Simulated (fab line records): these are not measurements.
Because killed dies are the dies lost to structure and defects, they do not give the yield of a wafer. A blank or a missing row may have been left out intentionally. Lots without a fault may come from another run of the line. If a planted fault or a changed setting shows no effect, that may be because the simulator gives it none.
Chamber matching :: flow n5Finfet :: N5_FIN_SAQP_DESCUM_21 on rieDiel-03 has 4 sister chambers
The step chemistry O2, time 7.9 s. 8 wafers are shown with their chamber, then 10 later ones without.

== EACH WAFER AND ITS CHAMBER ==
wafer: L077.6
chamber: 2
showerheadPlenumPTorr (Torr): 1.98
drypumpMotorCurrentA (A): 5.7

wafer: L080.4
chamber: 2
showerheadPlenumPTorr (Torr): 1.97
drypumpMotorCurrentA (A): 5.7

wafer: L083.5
chamber: 3
showerheadPlenumPTorr (Torr): 2.15
drypumpMotorCurrentA (A): 5.7

wafer: L084.1
chamber: 1
showerheadPlenumPTorr (Torr): 2.09
drypumpMotorCurrentA (A): 5.6

wafer: L084.5
chamber: 0
showerheadPlenumPTorr (Torr): 2.06
drypumpMotorCurrentA (A): 5.1

wafer: L084.6
chamber: 1
showerheadPlenumPTorr (Torr): 2.09
drypumpMotorCurrentA (A): 5.5

wafer: L086.2
chamber: 0
showerheadPlenumPTorr (Torr): 2.06
drypumpMotorCurrentA (A): 5.0

wafer: L086.3
chamber: 3
showerheadPlenumPTorr (Torr): 2.15
drypumpMotorCurrentA (A): 5.6

== WAFERS WITH NO CHAMBER GIVEN ==
wafer: L086.6
showerheadPlenumPTorr (Torr): 2.23
drypumpMotorCurrentA (A): 5.6

wafer: L088.1
showerheadPlenumPTorr (Torr): 2.08
drypumpMotorCurrentA (A): 5.6

wafer: L088.4
showerheadPlenumPTorr (Torr): 2.06
drypumpMotorCurrentA (A): 5.0

wafer: L088.5
showerheadPlenumPTorr (Torr): 2.08
drypumpMotorCurrentA (A): 5.6

wafer: L089.2
showerheadPlenumPTorr (Torr): 2.08
drypumpMotorCurrentA (A): 5.5

wafer: L089.3
showerheadPlenumPTorr (Torr): 2.15
drypumpMotorCurrentA (A): 5.7

wafer: L089.6
showerheadPlenumPTorr (Torr): 2.15
drypumpMotorCurrentA (A): 5.7

wafer: L095.2
showerheadPlenumPTorr (Torr): 2.23
drypumpMotorCurrentA (A): 5.7

wafer: L095.4
showerheadPlenumPTorr (Torr): 2.08
drypumpMotorCurrentA (A): 5.5

wafer: L095.6
showerheadPlenumPTorr (Torr): 2.06
drypumpMotorCurrentA (A): 5.0

== CHAMBER TAKEN BY EACH ==
wafer: L086.6
from the rows above: 3
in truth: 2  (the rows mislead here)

wafer: L088.1
from the rows above: 1
in truth: 1

wafer: L088.4
from the rows above: 0
in truth: 0

wafer: L088.5
from the rows above: 1
in truth: 1

wafer: L089.2
from the rows above: 1
in truth: 1

wafer: L089.3
from the rows above: 3
in truth: 3

wafer: L089.6
from the rows above: 3
in truth: 3

wafer: L095.2
from the rows above: 3
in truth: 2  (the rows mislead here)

wafer: L095.4
from the rows above: 1
in truth: 1

wafer: L095.6
from the rows above: 0
in truth: 0
Correctly placed: 8 of 10. Number that these rows cannot place: 0. Wrongly placed: 2.
How it was worked out, from the rows above alone: a wafer's distance from a chamber is the root of the sum, over the readings, of the square of ((its reading less the chamber's mean) divided by the reading's scatter). The wafer belongs to the nearest chamber; if the next one is less than 2 further off, it can't be placed. A chamber's mean is the mean of its shown wafers. The scatter: the root of (the sum of the squares of (reading less its chamber's mean) over the shown wafers, divided by (wafers less chambers)).
